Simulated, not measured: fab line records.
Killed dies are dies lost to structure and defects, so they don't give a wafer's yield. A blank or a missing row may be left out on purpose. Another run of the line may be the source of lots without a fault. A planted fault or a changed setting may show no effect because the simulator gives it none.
Split-lot trial    flow n5 finfet    7 lots, 39 wafers read, on a route of 1938 steps

== THE SPLIT ==
At N5_BEOL_M11_VIA_ETCH_34 (etches SiCOH lowk in C4F6/O2, target depth 184.5 nm, time 69.2 s), the setting target depth a was moved away from the recipe's 1845 angstrom on 15 of the 39 wafers read, by -49.9% to +30.7%. The other wafers ran this setting at the recipe's value.

The reading comes from the split's own step.

== THE READING ==
SOC_of_BEOL_M11_COAT_63.thk nm (the simulator's own value, which no gauge read), in nm, at N5_BEOL_M11_VIA_ETCH_34 (etches SiCOH lowk in C4F6/O2, target depth 184.5 nm, time 69.2 s). The file does not state a usual value for it. Across the 24 wafers here that went through the recipe, the average is 92.1 nm and the standard deviation 0.24 nm.

wafer   tool, chamber at the split  target depth a as run, angstrom  against the recipe  SOC_of_BEOL_M11_COAT_63.thk nm, nm  against lot-mates on the recipe
L074.1  rie diel-04, 1              2394                             +29.8%              89.8                                -2.3
L074.2  rie diel-04, 3              1845                             recipe              92.4                                -
L074.3  rie diel-04, 0              2394                             +29.8%              89.8                                -2.3
L074.4  rie diel-04, 2              1845                             recipe              92.2                                -
L074.5  rie diel-04, 0              1845                             recipe              91.8                                -
L074.6  rie diel-04, 1              2394                             +29.8%              89.8                                -2.3
L077.2  rie diel-03, 2              1845                             recipe              91.8                                -
L077.4  rie diel-03, 3              1845                             recipe              91.8                                -
L077.5  rie diel-03, 1              1845                             recipe              91.6                                -
L078.1  rie diel-05, 1              2412                             +30.7%              89.8                                -2.3
L078.2  rie diel-05, 3              2412                             +30.7%              89.4                                -2.7
L078.3  rie diel-05, 2              1845                             recipe              92.2                                -
L078.4  rie diel-05, 0              2412                             +30.7%              89.4                                -2.7
L078.5  rie diel-05, 3              1845                             recipe              92                                  -
L078.6  rie diel-05, 0              1845                             recipe              92                                  -
L081.1  rie diel-03, 0              1845                             recipe              92.2                                -
L081.2  rie diel-03, 3              2409                             +30.6%              89.8                                -2.1
L081.3  rie diel-03, 2              1845                             recipe              92                                  -
L081.4  rie diel-03, 1              2409                             +30.6%              89.2                                -2.7
L081.5  rie diel-03, 1              2409                             +30.6%              89.4                                -2.5
L081.6  rie diel-03, 2              1845                             recipe              91.6                                -
L087.1  rie diel-05, 0              1845                             recipe              92.2                                -
L087.2  rie diel-05, 1              924.8                            -49.9%              96.4                                +4.1
L087.3  rie diel-05, 2              1845                             recipe              92.4                                -
L087.4  rie diel-05, 3              924.8                            -49.9%              96                                  +3.7
L087.5  rie diel-05, 3              1845                             recipe              92.2                                -
L087.6  rie diel-05, 2              924.8                            -49.9%              96.2                                +3.9
L091.1  rie diel-05, 0              1845                             recipe              92.2                                -
L091.2  rie diel-05, 2              1845                             recipe              92.4                                -
L091.3  rie diel-05, 3              1845                             recipe              92                                  -
L091.4  rie diel-05, 2              1845                             recipe              92.4                                -
L091.5  rie diel-05, 3              1845                             recipe              92                                  -
L091.6  rie diel-05, 0              1845                             recipe              92.4                                -
L095.1  rie diel-03, 3              2229                             +20.8%              90.6                                -1.3
L095.2  rie diel-03, 2              1845                             recipe              92                                  -
L095.3  rie diel-03, 1              1845                             recipe              91.8                                -
L095.4  rie diel-03, 2              2229                             +20.8%              90.2                                -1.7
L095.5  rie diel-03, 1              1845                             recipe              92                                  -
L095.6  rie diel-03, 3              2229                             +20.8%              90.6                                -1.3

FIT RESULTS
A straight line over all 39 wafers: SOC_of_BEOL_M11_COAT_63.thk nm changes by -0.0818 nm for each +1% of target depth a; r = -0.99; the points scatter about the line by 0.23 nm.
The same after taking each lot's own level away (the mean of its wafers on the recipe; 39 wafers): -0.0791 nm for each +1%; r = -0.99; scatter 0.19 nm.
The reading moves by 3.9 nm for the largest change in target depth a, on that fit.
The span of the lots' own levels, 91.73 to 92.27 nm, comes to 2.2 times the standard deviation stated above.
Consequently the slope shifts little with the lot-to-lot level, the two slopes agreeing.
Check: for one of the wafers moved furthest among these (-49.9%), held out of the fit, the line's prediction against its lot-mates is +3.9 nm. Against them it came out at +4.13 nm.

== THESE WAFERS: OTHER SPLITS ==
Before the reading, these wafers also passed through other splits. Each is held against what the fit with the lots' levels taken away leaves over:
other split on the same wafers     wafers away from the commonest value  r with SOC_of_BEOL_M11_COAT_63.thk nm (lot level and that fit taken away)
N5_BEOL_M2_HM_DEP_02 target thk a  18                                    +0.18
N5_BEOL_M7_DESCUM_33 time s        6                                     +0.15

== THE WHOLE CHAIN: every reading that the file lists as answering this split, in the file's order ==
step                     what it does                                                      reading                                                                          change (the file's fit)                r (the file's)
N5_BEOL_M11_VIA_ETCH_34  etches SiCOH lowk in C4F6/O2, target depth 184.5 nm, time 69.2 s  etch.depth nm (the simulator's own value, which no gauge read)                   +1.85 nm for each +1% of the setting   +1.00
N5_BEOL_M11_VIA_ETCH_34  etches SiCOH lowk in C4F6/O2, target depth 184.5 nm, time 69.2 s  SOC_of_BEOL_M11_COAT_63.thk nm (the simulator's own value, which no gauge read)  -0.079 nm for each +1% of the setting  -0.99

== THE FILE'S OWN FIT ==
SOC_of_BEOL_M11_COAT_63.thk nm changes by -0.079 nm for each +1% of target depth a, r = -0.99.
